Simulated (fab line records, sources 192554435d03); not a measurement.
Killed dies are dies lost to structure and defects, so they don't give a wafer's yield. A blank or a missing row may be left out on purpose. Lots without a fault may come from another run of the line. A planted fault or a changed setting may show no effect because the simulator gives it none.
A struck lot beside a sound one | flow n5_finfet | 45 steps out of a route of 1938
Sound: wafers L862.2, L862.3, L862.6. Struck: wafer L860.4. (L860.1 of the same lot was not struck and is left out.) The cause comes at the end.
At each step with rows: each side's tool, then ch and its chambers, then its first start. Under that, the readings that differ: sound wafers | struck wafers | difference of the means | sigmas: that difference in standard deviations of wafers without a fault.
alike: readings whose means differ by less than 2 such deviations, and words and numbers that are the same on both sides. not compared: withheld readings, readings that some wafer has no value for, bounds like >300 that may hide the same value, and numbers for which the record gives no deviation and whose values overlap.
The two part at a step that has a row with sigmas, a row that says differs or no value, or rows on one side only. Numbers that don't overlap but have no deviation are shown without sigmas and don't part them. A reading that every wafer of one side lacks parts them only if that side has two wafers or more.

first, 11 steps without rows for these wafers: N5_BEOL_M4_DESCUM_33 (chemistry O2, time 7 s); N5_BEOL_M4_ETCH_77 (etches underlayer in N2/H2, target depth 6.5 nm, time 5.2 s); N5_BEOL_M4_ETCH_69 (etches SiARC in CF4, target depth 15.6 nm, time 26 s); N5_BEOL_M4_ALD_98 (deposits SiO2, target thk 2.5 nm, pulse time 1 s, co reactant pulse time 1 s); N5_BEOL_M4_ETCHBACK_99 (etches SiO2 in CHF3, target depth 5 nm, time 10.4 s); N5_BEOL_M4_ETCH_70 (etches SOC in N2/H2, target depth 80 nm, overetch 24 nm, time 130 s); N5_BEOL_M4_STRIP_71 (strips in N2/H2); N5_BEOL_M4_STRIP_78 (strips in N2/H2); N5_BEOL_M4_VIA_ETCH_34 (etches the open film in C4F6/O2, target depth 69.4 nm, time 65.9 s); N5_BEOL_M4_STRIP_83 (strips in C4F6/O2); N5_BEOL_M4_STRIP_36 (strips in N2/H2).
N5_BEOL_M4_TRENCH_ETCH_37: etches SiOC in C4F6/O2, target depth 55.555 nm, time 29.2 s.
  sound on rie_diel-02 ch 1,2,3, day 13 02:47; struck on rie_diel-03 ch 3, day 13 02:31
  reading                                    | sound             | struck | difference | sigmas
  oes_product_au (a.u.)                      | 0.81 0.77 0.73    | 0.55   | -0.22      | -2
  model.BEOL_M4.feature_depth_nm (nm)        | 56.6 55.2 55.4    | 28.8   | -26.9      |
  model.etch.depth_nm (nm)                   | 56.52 55.19 55.43 | 28.81  | -26.90     |
  model.TiN_of_BEOL_M4_HM_DEP_02.thk_nm (nm) | 17.8 17.8 17.8    | 18.8   | +1.0       |
  alike: drypump_motor_current_A, rf_vpp_V, showerhead_plenum_p_Torr, throttle_valve_pct
  not compared: rf_hours_counter_h
then, 2 steps without rows for these wafers: N5_BEOL_M4_ETCH_41 (etches SiCN in CH3F/O2, target depth 29.9 nm, time 52.5 s); N5_BEOL_M4_STRIP_97 (strips in N2/H2, time 10 s).
N5_BEOL_M4_OCD_MEAS_38:
  sound on ocd-01, day 13 02:56; struck on ocd-01, day 13 02:40
  reading              | sound          | struck | difference | sigmas
  trench_depth_nm (nm) | 56.2 55.4 55.3 | 28.6   | -27.0      | -27
then, 25 steps without rows for these wafers: N5_BEOL_M4_HM_STRIP_39 (strips TiN in peroxide tin strip, target depth 25 nm, time 158 s); N5_BEOL_M4_SRD_40 (time 30 s); N5_BEOL_M4_PRECLEAN_42 (cleans in residue remover, time 60 s); N5_BEOL_M4_SRD_43 (time 30 s); N5_BEOL_M4_DEGAS_44 (time 60 s); N5_BEOL_M4_PRE_CLEAN_45 (time 30 s); N5_BEOL_M4_ALD_84 (deposits TaN, pulse time 2 s, purge time 3 s, co reactant purge time 2 s); N5_BEOL_M4_SURFACE_TREAT_85; N5_BEOL_M4_CVD_47 (deposits Co from CCTBA/H2, target thk 3 nm, time 223.8 s); N5_BEOL_M4_SPUTTER_48 (material Cu, target thk 4.5 nm, time 8.29 s); N5_BEOL_M4_ANNEAL_49 (time 240 s); N5_BEOL_M4_SPUTTER_79 (material Cu, target thk 4.5 nm, time 8.29 s); N5_BEOL_M4_ANNEAL_80 (time 240 s); N5_BEOL_M4_SPUTTER_81 (material Cu, target thk 4.5 nm, time 8.29 s); N5_BEOL_M4_ANNEAL_82 (time 240 s); N5_BEOL_M4_SPUTTER_86 (material Cu, target thk 4.5 nm, time 8.29 s); N5_BEOL_M4_ANNEAL_87 (time 240 s); N5_BEOL_M4_SPUTTER_88 (material Cu, target thk 4.5 nm, time 8.29 s); N5_BEOL_M4_ANNEAL_89 (time 240 s); N5_BEOL_M4_SPUTTER_90 (material Cu, target thk 4.5 nm, time 8.29 s); N5_BEOL_M4_ANNEAL_91 (time 240 s); N5_BEOL_M4_SPUTTER_92 (material Cu, target thk 4.5 nm, time 8.29 s); N5_BEOL_M4_ANNEAL_93 (time 240 s); N5_BEOL_M4_SPUTTER_94 (material Cu, target thk 4.5 nm, time 8.29 s); N5_BEOL_M4_ANNEAL_95 (time 240 s).
N5_BEOL_M4_CMP_52: polishes, stops on SiOC, t overpolish 6.8 s, target thk 40 nm.
  sound on cmp-01 ch 1,2,3, day 13 07:39; struck on cmp-01 ch 0, day 13 05:56
  reading                                | sound                | struck | difference | sigmas
  clearing_platen_rpm (rpm)              | 50.036 50.019 50.057 | 49.985 | -0.052     | -2
  model.Cu_of_BEOL_M4_ECD_50.thk_nm (nm) | 41.6 41 41.2         | 12.8   | -28.5      |
  alike: clearing_platen_down_force_psi, motor_current_A
  not compared: pad_life_wafers
N5_BEOL_M4_THK_MEAS_53: measures by xrf.
  sound on film_metro-02, day 13 07:52; struck on film_metro-01, day 13 06:09
  reading     | sound          | struck | difference | sigmas
  M4_THK (nm) | 41.6 40.8 41.0 | 12.7   | -28.4      | -19
N5_BEOL_M4_RS_MEAS_58: measures by four-point-probe.
  sound on film_metro-02, day 13 08:22; struck on film_metro-01, day 13 06:25
  reading        | sound          | struck | difference | sigmas
  M4_RS (ohm/sq) | 0.64 0.65 0.65 | 3.20   | +2.55      | +77
N5_BEOL_M4_RC_MEAS_101:
  the record has rows for the sound wafers here (prober-01 ch 0, day 13 08:34) and none for the struck ones
-- the record jumps here: 4 days lie between the struck wafers' starts before and after (it left off in module BEOL_M4 and takes up again in module PASSIVATION, whose first step shown is number 1936 of the route) --
N5_PASSIVATION_PROBE_49:
  the record has rows for the struck wafers here (prober-01, day 17 14:25) and none for the sound ones

WHERE THEY PART
First at N5_BEOL_M4_TRENCH_ETCH_37; last, within this record, at N5_PASSIVATION_PROBE_49.

WHY: what the simulator had put in
Process parameter drift: rie_diel-03, from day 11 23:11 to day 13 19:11, at N5_BEOL_M4_TRENCH_ETCH_37. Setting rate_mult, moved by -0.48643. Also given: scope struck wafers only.
